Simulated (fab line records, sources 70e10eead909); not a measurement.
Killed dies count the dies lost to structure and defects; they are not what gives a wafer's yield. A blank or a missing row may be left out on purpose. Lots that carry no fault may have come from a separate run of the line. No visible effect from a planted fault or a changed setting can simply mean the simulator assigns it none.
fab line records	flow nandHarc
record lots=10	wafers=30	lastDay=24
route steps=1159 shown P_M1@285 A_BONDPAD@1089 THIN_TSV@1124 END@1159
lots that met no fault: from a run of the same line without faults
startH: start of the lot's first displayed wafer, in hours after the record's first day	waitH: hours from the lot's prior step to this one	" repeats the value in the row above	L1.1+2: a single row standing in for several wafers	- either no value or no given start	* or withheld: withheld	< > ~ a bound
route shown NAME@n: NAME is a module with steps in the file, n the number in the route of the first one	usual: mean/standard deviation taken from wafers without a fault	same: alike in all rows	chamber/n: place in a boat	sites: per-site readings	_std_site: how widely they spread, as a standard deviation	_edge_site: inner sites' mean taken away from outer sites' mean	radiusMm: how far each site lies from the wafer's centre	mask NAME#n: copy n	behind: tool/chamber where the wafer was last shaped	hold: what put the lot on hold/how long, in hours/how the hold closed	device: which transistor (n, p or np) failed to switch	end of line: the route-end tests of the same wafers	a step given without rows: its recipe and nothing more	killed: not the wafer's yield, but the dies lost to structure and defects at the first sort	map: a wafer's dies, marking killed ones x, the rest . and places with no die _
set.NAME: the run value of the setting; set.NAME@STEP: its run value at that earlier step	model.NAME: the simulator's own value behind a step, which no gauge read
the route's steps for a sample of lots (tables are steps, rows are wafers)
services: a tool's chamber out of use, with start hour (startH, from the record's first day; less than 0 if before it), hours out, and reason
## steps
# step NHARC_P_M1_DEP_00
# recipe targetThkA=1825	targetThkNm=182.5	tempC=withheld	pressureTorr=5	flowSccm=200	rfW=600	material=SiOC
lot.wafer	tool	chamber	startH	waitH
L801.2+4+6	pecvd-02	0,0,1	138.23	-
L807.3+1+6	pecvd-02	1,2,0	168.59	-
L806.1+5+6	pecvd-03	2,2,0	168.80	-
L809.1+4+6	pecvd-02	1,1,2	186.64	-
L810.2+4+6	pecvd-02	2,0,1	194.66	-
L813.3+4+5	pecvd-01	1,0,2	207.73	-
L815.1+6+5	pecvd-03	2,1,2	215.08	-
L816.1+3+6	pecvd-03	1,2,0	216.79	-
L817.1+5+6	pecvd-03	1,1,0	237.68	-
L820.1+5+6	pecvd-03	1,2,0	238.89	0.6
# step NHARC_A_BONDPAD_THK_MEAS_20
# recipe thkMeasGauge=xrf
# usual thkNm=170.0/1.3
lot.wafer	tool	chamber	startH	waitH	thkNm
L801.2	filmMetro-02	-	422.99	-	168.7
L801.4	"	-	"	"	168.7
L801.6	"	-	"	"	168.4
L806.1	filmMetro-02	-	458.43	-	170.2
L806.5	"	-	"	"	170.9
L806.6	"	-	"	"	172.3
L816.1	filmMetro-02	-	505.85	-	169.7
L816.3	"	-	"	"	169.1
L816.6	"	-	"	"	169.3
L815.1	filmMetro-01	-	511.01	-	171.2
L815.5	"	-	"	"	173.0
L815.6	"	-	"	"	170.7
L813.3	filmMetro-01	-	511.41	-	168.8
L813.4	"	-	"	"	169.2
L813.5	"	-	"	"	168.3
L820.1	filmMetro-02	-	520.84	-	171.5
L820.5	"	-	"	"	170.1
L820.6	"	-	"	"	168.4
L817.1	filmMetro-01	-	532.34	-	168.8
L817.5	"	-	"	"	171.0
L817.6	"	-	"	"	169.1
# step NHARC_THIN_TSV_DEP_47
# recipe targetThkA=2000	tempC=withheld	pressureTorr=6.5	rfW=900	teosFlowSccm=161.4	flowSccm=2650	targetThkNm=200	gas=O2	material=SiO2
# usual mfcPrecursorSccm=161.4/0.47	throttleValvePct=16.3/0.54
lot.wafer	tool	chamber	startH	waitH	mfcPrecursorSccm	throttleValvePct
L801.2	pecvd-03	0	440.03	-	161.0	16.6
L801.6	"	1	"	"	161.1	16.6
L801.4	"	0	"	"	160.9	16.3
L806.1	pecvd-03	0	487.20	-	161.3	16.1
L806.6	"	1	"	"	161.4	16.1
L806.5	"	2	"	"	161.4	16.8
L816.1	pecvd-01	1	523.54	-	161.7	16.5
L816.3	"	2	"	"	161.2	16.3
L816.6	"	2	"	"	161.4	16.0
L813.3	pecvd-03	0	528.73	-	161.0	16.3
L813.4	"	1	"	"	161.7	16.1
L813.5	"	2	"	"	161.4	16.6
L815.1	pecvd-01	0	529.85	-	161.0	17.0
L815.6	"	0	"	"	160.7	17.0
L815.5	"	1	"	"	161.7	16.5
L820.1	pecvd-04	0	539.00	-	161.3	16.1
L820.6	"	1	"	"	161.0	15.6
L820.5	"	2	"	"	161.5	15.4
L817.1	pecvd-04	1	547.73	-	161.0	15.3
L817.6	"	2	"	"	161.8	15.7
L817.5	"	1	"	"	161.2	15.4
# step NHARC_THIN_TSV_CD_MEAS_33
# recipe targetCdNm=5000	landingEnergyEv=500
# usual cdNm=5000.3/1.4
lot.wafer	tool	chamber	startH	waitH	cdNm
L801.2	cdSem-02	0	444.18	-	5001.7
L801.4	"	0	"	"	5003.1
L801.6	"	0	"	"	5001.8
L806.1	cdSem-03	0	491.27	-	5001.3
L806.5	"	0	"	"	4999.7
L806.6	"	0	"	"	5000.8
L816.1	cdSem-03	0	527.50	-	5000.1
L816.3	"	0	"	"	4999.2
L816.6	"	0	"	"	4999.3
L813.3	cdSem-02	0	532.71	-	4999.4
L813.4	"	0	"	"	5001.1
L813.5	"	0	"	"	5002.1
L815.1	cdSem-01	0	534.27	-	4998.7
L815.5	"	0	"	"	4999.9
L815.6	"	0	"	"	4999.0
L820.1	cdSem-02	0	544.88	-	5002.0
L820.5	"	0	"	"	4999.5
L820.6	"	0	"	"	4998.9
L817.1	cdSem-03	0	551.58	-	5001.0
L817.5	"	0	"	"	5001.4
L817.6	"	0	"	"	4999.3
# step NHARC_END_SORT_01
# recipe tempC=25
# usual defectLimitedYield=94.9/1.7	killedAtArray=31/12	killedAtOther=0.6/0.85	killedAtPeriphery=3.0/2.3	killedDies=35/12	killedOpen=3.2/1.9	killedShort=1.8/1.4	sort_bin_2_pct=1.6/0.7	sort_bin_3_pct=0.28/0.22	sort_bin_4_pct=3.3/1.2	sortNPass=642/12	sortRimYieldPct=97.7/1.5	sortYieldPct=94.9/1.7
# same grossDies=677	sort_bin_5_pct[%]=0	sort_bin_6_pct[%]=0	sort_bin_7_pct[%]=0	sort_bin_8_pct[%]=0	sortRimNGross=106.00
lot.wafer	tool	chamber	startH	waitH	defectLimitedYield[%]	killedAtArray	killedAtOther	killedAtPeriphery	killedDies	killedOpen	killedShort	sort_bin_2_pct[%]	sort_bin_3_pct[%]	sort_bin_4_pct[%]	sortNPass	sortRimYieldPct[%]	sortYieldPct[%]
L807.1	prober-01	0	482.32	2.5	0	40	3	634	677	2	2	96.0	0.30	3.7	0	0	0
L807.3	prober-01	0	483.95	3.1	0	33	2	642	677	3	0	96.2	0.15	3.7	0	0	0
L807.6	prober-01	0	486.39	4.1	0	50	0	627	677	1	2	93.9	0.30	5.8	0	0	0
L809.1	prober-01	0	508.69	2.5	0	45	1	631	677	4	2	94.5	0.30	5.2	0	0	0
L809.4	prober-01	0	511.11	3.4	0	33	2	642	677	3	1	96.0	0.89	3.1	0	0	0
L809.6	prober-01	0	512.73	4.0	0	31	1	645	677	1	0	97.5	0.44	2.1	0	0	0
L810.2	prober-02	0	517.23	2.8	0	55	0	622	677	4	3	93.4	0.74	5.9	0	0	0
L810.4	prober-02	0	518.83	3.4	0	48	0	629	677	3	1	93.8	0.89	5.3	0	0	0
L810.6	prober-02	0	520.43	4.0	0	42	0	635	677	4	4	95.4	0.44	4.1	0	0	0
# killed by level:class
L807.1 P_M1:areaDep=633 A_SLIT:chamberFilmFlake=15 A_CHANNEL_HOLE_D1:chamberFilmFlake=13 A_CONTACT:chamberFilmFlake=4 THIN_TSV:chamberFilmFlake=3 A_STAIRCASE:chamberFilmFlake=3 A_CHANNEL_FILL_D1:geometricParticle:open=1 A_CHANNEL_FILL_D1:geometricParticle:short=1
L807.3 P_M1:areaDep=640 A_SLIT:chamberFilmFlake=16 A_CHANNEL_HOLE_D1:chamberFilmFlake=12 P_M2:chamberFilmFlake=2 A_STAIRCASE:chamberFilmFlake=2 A_WL_FILL:geometricParticle:open=1 A_BLC:geometricParticle:open=1 STARTING-WAFER:geometricParticle:open=1
L807.6 P_M1:areaDep=625 A_SLIT:chamberFilmFlake=18 A_CHANNEL_HOLE_D1:chamberFilmFlake=17 A_STAIRCASE:chamberFilmFlake=5 A_CONTACT:chamberFilmFlake=5 A_ONON_D1:geometricParticle:short=2 A_ZERO_WELL:chamberFilmFlake=2 P_M2:geometricParticle:open=1
L809.1 P_M1:areaDep=630 A_SLIT:chamberFilmFlake=17 A_CHANNEL_HOLE_D1:chamberFilmFlake=14 A_STAIRCASE:chamberFilmFlake=6 A_CONTACT:geometricParticle:open=2 A_CONTACT:chamberFilmFlake=2 P_CONTACT:geometricParticle:open=1 A_ONON_D1:geometricParticle:open=1
L809.4 P_M1:areaDep=640 A_CHANNEL_HOLE_D1:chamberFilmFlake=14 A_SLIT:chamberFilmFlake=11 A_STAIRCASE:chamberFilmFlake=3 A_ONON_D1:geometricParticle:open=2 A_WL_FILL:chamberFilmFlake=2 THIN_TSV:chamberFilmFlake=2 P_M0:geometricParticle:short=1
L809.6 P_M1:areaDep=645 A_SLIT:chamberFilmFlake=13 A_CHANNEL_HOLE_D1:chamberFilmFlake=12 A_WL_FILL:chamberFilmFlake=3 A_CONTACT:chamberFilmFlake=2 A_ONON_D1:geometricParticle:open=1 THIN_TSV:chamberFilmFlake=1
L810.2 P_M1:areaDep=619 A_CHANNEL_HOLE_D1:chamberFilmFlake=24 A_SLIT:chamberFilmFlake=13 A_STAIRCASE:chamberFilmFlake=5 A_SGD_CUT:chamberFilmFlake=4 A_CONTACT:chamberFilmFlake=3 A_CONTACT:geometricParticle:open=2 P_CONTACT:geometricParticle:open=1
L810.4 P_M1:areaDep=624 A_CHANNEL_HOLE_D1:chamberFilmFlake=18 A_SLIT:chamberFilmFlake=13 A_SGD_CUT:chamberFilmFlake=8 P_GATE:chamberFilmFlake=3 A_ZERO_WELL:chamberFilmFlake=3 A_CONTACT:chamberFilmFlake=2 P_CONTACT:geometricParticle:open=1
L810.6 P_M1:areaDep=630 A_SLIT:chamberFilmFlake=14 A_CHANNEL_HOLE_D1:chamberFilmFlake=13 A_SGD_CUT:chamberFilmFlake=4 A_WL_FILL:geometricParticle:short=3 P_GATE:chamberFilmFlake=3 A_STAIRCASE:chamberFilmFlake=2 P_CONTACT:geometricParticle:open=1
## services
tool	chamber	startH	hours	kind
pecvd-03	0	124.00	-	clean
pecvd-03	1	124.00	-	clean
pecvd-02	1	143.85	4.5	repair
pecvd-02	-	153.43	13.0	pm
pecvd-04	-	161.77	0.6	repair
pecvd-04	-	195.80	13.0	pm
pecvd-02	2	233.49	16.3	repair
pecvd-01	-	237.38	13.0	pm
pecvd-03	-	267.46	0.8	repair
pecvd-01	-	280.01	0.6	repair
pecvd-03	-	288.20	2.5	repair
pecvd-03	-	292.00	13.0	pm
pecvd-02	1	318.95	13.3	repair
pecvd-02	-	334.89	13.0	pm
pecvd-04	-	376.80	13.0	pm
pecvd-04	-	391.06	0.7	repair
pecvd-01	-	418.57	13.0	pm
pecvd-03	-	423.70	0.7	repair
pecvd-01	0	451.17	19.6	repair
pecvd-03	1	461.32	16.6	repair
pecvd-03	-	473.00	13.0	pm
pecvd-03	0	504.35	4.1	repair
pecvd-02	-	511.29	5.7	repair
pecvd-02	-	516.99	13.0	pm
## key
firstSign step=NHARC_END_SORT_01	reading=killedAtPeriphery	direction=up	sigmas=99+	usual=3.0	struck=634.1
effect step=NHARC_END_SORT_01	reading=sort_bin_2_pct	direction=up	sigmas=99+	usual=1.6	struck=95.2
moreKillsBornAt NHARC_P_M1_DEP_00@pecvd-02=5686
metAt NHARC_P_M1_DEP_00
struckLots L807,L809,L810
laterRowsLeftOut L807.1,L807.3,L807.6,L809.1,L809.4,L809.6,L810.2,L810.4,L810.6
notActingAt NHARC_A_BONDPAD_THK_MEAS_20,NHARC_THIN_TSV_DEP_47,NHARC_THIN_TSV_CD_MEAS_33
onsetBetween 138.23 168.59
fault kind=processParameterDrift	tool=pecvd-02	chamber=-	onsetH=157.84	steps=NHARC_P_M1_DEP_00	channel=targetThkNm	offset=53.634	shape=step	endH=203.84	actsIn=theseRecipesOnly	stated=182.5
# laterRowsLeftOut: the simulator's readings of these wafers behind a module that went badly wrong aren't trusted and aren't shown, but for the sort
